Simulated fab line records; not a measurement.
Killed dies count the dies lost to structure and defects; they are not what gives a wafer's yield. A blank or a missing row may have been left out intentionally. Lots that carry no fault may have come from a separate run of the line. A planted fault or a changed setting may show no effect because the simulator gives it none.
Matching of chambers | flow nand_harc | NHARC_A_CONTACT_ALD_18 on ald_metal-02: 4 sister chambers
The step deposits TiN, target thk 3 nm, pulse time 1 s, ald cycles 150. 16 wafers are shown with their chamber, then 8 later ones without.

## EACH WAFER AND ITS CHAMBER
wafer  | chamber | heater_power_w (W) | precursor_pulse_height_rel
L076.1 | 0       | 863                | 0.966
L076.2 | 1       | 1195               | 1.010
L076.6 | 1       | 1164               | 1.030
L078.2 | 0       | 836                | 1.005
L078.3 | 3       | 948                | 1.015
L078.6 | 1       | 1239               | 0.996
L079.1 | 1       | 1211               | 0.974
L079.3 | 0       | 839                | 1.023
L079.6 | 0       | 868                | 1.012
L081.3 | 1       | 1203               | 0.996
L081.5 | 2       | 1184               | 1.024
L081.6 | 3       | 958                | 0.978
L083.2 | 3       | 907                | 1.008
L083.5 | 2       | 1216               | 1.022
L083.6 | 1       | 1222               | 0.997
L087.3 | 1       | 1229               | 0.998

SIGNATURES (means of the wafers above)
reading                    | chamber 0 | chamber 1 | chamber 2 | chamber 3 | scatter within a chamber
heater_power_w             | 851.50    | 1209.00   | 1200.00   | 937.67    | 23.3
precursor_pulse_height_rel | 1.00150   | 1.00014   | 1.02300   | 1.00033   | 0.019
Rule: a wafer's distance from a chamber is the root of the sum, over the readings, of the square of ((its reading less the chamber's mean) divided by the reading's scatter). The wafer belongs to the nearest chamber; if the next one is less than 2 further off, it can't be placed. How the scatter is found: for the shown wafers, subtract from each reading the mean of its chamber, square and add these, divide the total by (wafers less chambers), then take the root.

## WAFERS WHOSE CHAMBER IS MISSING
wafer  | heater_power_w (W) | precursor_pulse_height_rel
L087.4 | 893                | 0.988
L087.6 | 1230               | 0.994
L090.2 | 942                | 0.997
L090.4 | 1275               | 0.997
L090.5 | 965                | 1.004
L097.2 | 1225               | 1.023
L097.3 | 914                | 1.012
L097.5 | 883                | 1.006

## WHICH CHAMBER EACH ONE RAN IN
wafer  | from the rows above     | in truth
L087.4 | can't be placed: 0 or 3 | 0
L087.6 | can't be placed: 1 or 2 | 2
L090.2 | 3                       | 3
L090.4 | can't be placed: 1 or 2 | 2
L090.5 | 3                       | 3
L097.2 | can't be placed: 2 or 1 | 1
L097.3 | can't be placed: 3 or 0 | 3
L097.5 | can't be placed: 0 or 3 | 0
Correct placement for 2 of the 8. Not placeable from these rows: 6 (in 6, the candidates include the true chamber). Number placed wrongly: 0.
